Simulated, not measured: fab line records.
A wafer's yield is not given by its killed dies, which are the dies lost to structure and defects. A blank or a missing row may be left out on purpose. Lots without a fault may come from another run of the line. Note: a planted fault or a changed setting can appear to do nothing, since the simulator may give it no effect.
Which tool did it? | flow n5 finfet | 10 lots with 30 wafers sampled at 2 steps, on a route of 1938 steps

## WHAT THE GAUGES READ, wafer by wafer
N5_BEOL_M9_CD_MEAS_28: target cd 70 nm.
lot  | measured     | on        | cd nm (nm)
L517 | day 11 01:01 | cd sem-03 | 70.07 70.23 70.10
L520 | day 12 01:55 | cd sem-02 | 70.44 70.17 70.08
L522 | day 12 02:17 | cd sem-03 | 69.46 70.37 70.12
L525 | day 12 06:40 | cd sem-02 | 69.49 70.06 69.89
L521 | day 12 09:55 | cd sem-03 | 70.12 69.47 69.86
L523 | day 12 17:53 | cd sem-03 | 69.62 69.55 69.68
L528 | day 13 06:05 | cd sem-01 | 69.78 70.17 70.02
L526 | day 13 06:07 | cd sem-03 | 69.89 69.48 69.89
L533 | day 14 15:55 | cd sem-02 | 70.04 69.83 69.86
L531 | day 14 15:46 | cd sem-03 | 69.74 69.74 69.82

## TOOL THAT RAN EACH LOT (tool first, then ch and the chambers of the sampled wafers, then the start)
lot  | N5_BEOL_M9_STRIP_19
L517 | rie diel-03 ch 0,1, day 10 23:20
L520 | rie diel-04 ch 1,2,3, day 11 21:42
L522 | rie diel-02 ch 1,2, day 12 00:55
L525 | rie diel-04 ch 0,1,2, day 12 06:03
L521 | rie diel-03 ch 2,3, day 12 07:50
L523 | rie diel-04 ch 0,3, day 12 16:43
L528 | rie diel-03 ch 0,1, day 13 05:00
L526 | rie diel-02 ch 2,3, day 13 05:33
L533 | rie diel-03 ch 0,1,2, day 14 12:46
L531 | rie diel-03 ch 1,2, day 14 12:49
- N5_BEOL_M9_STRIP_19: strips in O2.

## THE ANSWER, worked out from the rows above alone
Rule: what is usual is taken from the lots themselves. The widest of any qualifying gaps counts: lots, ordered by their means at a reading, are off when they make up no more than a third of the lots, leave a main group of 4 or more, and stand apart from it by 3 or more times the standard deviation of that group's means. A main group is skipped when, at the precision printed for the reading in the tables above, its means are all equal. Also off: a lot with no number at a reading for which 4 or more lots have one. Any other lot the step has rows for is counted as sound.
No lot is off at any reading shown: from this, nothing can be told.

## WHAT THE SIMULATOR HAD INSERTED
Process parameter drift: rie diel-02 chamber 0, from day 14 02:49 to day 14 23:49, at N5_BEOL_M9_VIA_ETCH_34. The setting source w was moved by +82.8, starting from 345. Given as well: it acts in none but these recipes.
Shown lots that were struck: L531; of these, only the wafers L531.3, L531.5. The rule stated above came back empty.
